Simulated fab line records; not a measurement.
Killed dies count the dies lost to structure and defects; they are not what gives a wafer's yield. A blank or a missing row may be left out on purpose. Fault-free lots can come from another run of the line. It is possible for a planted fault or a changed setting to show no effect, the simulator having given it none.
Struck lot and sound lot, side by side | flow n5_finfet | 16 out of 1938 route steps
Sound: these wafers, L816.1, L816.2, L816.3. Wafers L828.2, L828.3, L828.6 were the ones struck. The cause is named last.
For every step that has rows: the tool of each side, followed by ch and its chambers, followed by its first start. Under that, the readings that differ: sound wafers | struck wafers | difference of the means | sigmas: that difference in standard deviations of wafers without a fault.
alike: words and numbers the same on both sides, and readings whose means are apart by under 2 such deviations; not compared: readings that were withheld, readings missing a value for some wafer, numbers with overlapping values and no deviation given by the record, and bounds like >300 which may hide the same value.
The two part at a step that has a row with sigmas, a row that says differs or no value, or rows on one side only. Numbers that have no deviation but don't overlap get no sigmas and don't part them. A reading that every wafer of one side lacks parts them only if that side has two wafers or more.

N5_WELL_APT_OVL_MEAS_09:
  sound on overlay-02 ch 0, day 3 19:50; struck on overlay-02 ch 0, day 6 19:43
  reading        | sound    | struck | difference | sigmas
  NWELL_OVL (nm) | -5 -4 -9 | 4 2 9  | +11        | +2
N5_WELL_APT_INSPECT_10: inspects for defects (macro).
  struck on defect_inspect-02, day 6 19:44; sound on defect_inspect-01, day 3 19:52
  alike: raw_defect_count
N5_WELL_APT_DESCUM_13: chemistry O2, time 7.9 s.
  sound on rie_diel-05 ch 0,2,3, day 3 20:01; struck on rie_diel-06 ch 1,2, day 6 19:46
  reading                         | sound             | struck            | difference | sigmas
  rf_vpp_V (V)                    | 244.0 244.8 243.7 | 241.1 241.8 241.0 | -2.9       | -2
  showerhead_plenum_p_Torr (Torr) | 2.16 2.16 2.06    | 2.02 1.97 1.97    | -0.14      | -3
  alike: drypump_motor_current_A, oes_product_au, throttle_valve_pct
  not compared: rf_hours_counter_h
then, 9 steps without rows for these wafers: N5_WELL_APT_IMPLANT_14; N5_WELL_APT_IMPLANT_15; N5_WELL_APT_STRIP_16 (strips in SPM, time 900 s); N5_WELL_APT_HMDS_18 (time 60 s); N5_WELL_APT_COAT_19 (resist thk 950 nm); N5_WELL_APT_EBR_21; N5_WELL_APT_SOFTBAKE_20 (time 60 s); N5_WELL_APT_EXPOSE_22 (exposes mask PWELL, defocus 0 nm, target cd 200 nm); N5_WELL_APT_PEB_23 (peb time 90 s).
N5_WELL_APT_DEVELOP_24: develop time 45 s.
  struck on litho_track-01, day 6 20:50; sound on litho_track-01 ch 0, day 3 20:58
  no value came back on the struck wafers for chill_plate_temp_C (C), develop_time_s (s); on the sound wafers chill_plate_temp_C (C) reads 22.86 22.91 22.99
  reading                                    | sound             | struck          | difference | sigmas
  model.coat_of_WELL_APT_COAT_19.thk_nm (nm) | 934.9 937.6 937.4 | 948.3 949 947.3 | +11.6      |
then, 1 step without rows for these wafers: N5_WELL_APT_HARDBAKE_29 (time 120 s).
N5_WELL_APT_CD_MEAS_25 targets a cd of 200 nm.
  sound on cd_sem-02 ch 0, day 3 21:04; struck on cd_sem-03 ch 0, day 6 20:57
  reading    | sound             | struck | difference                    | sigmas
  cd_nm (nm) | 198.5 200.2 198.2 | - - -  | no value on the struck wafers |
N5_WELL_APT_OVL_MEAS_26:
  sound on overlay-02 ch 0, day 3 21:06; struck on overlay-01 ch 0, day 6 20:59
  reading        | sound  | struck | difference                    | sigmas
  PWELL_OVL (nm) | -5 2 2 | - - -  | no value on the struck wafers |

== WHERE THEY PART ==
Last at N5_WELL_APT_OVL_MEAS_26 as far as this record goes, first at N5_WELL_APT_OVL_MEAS_09.

WHY: the cause the simulator had injected
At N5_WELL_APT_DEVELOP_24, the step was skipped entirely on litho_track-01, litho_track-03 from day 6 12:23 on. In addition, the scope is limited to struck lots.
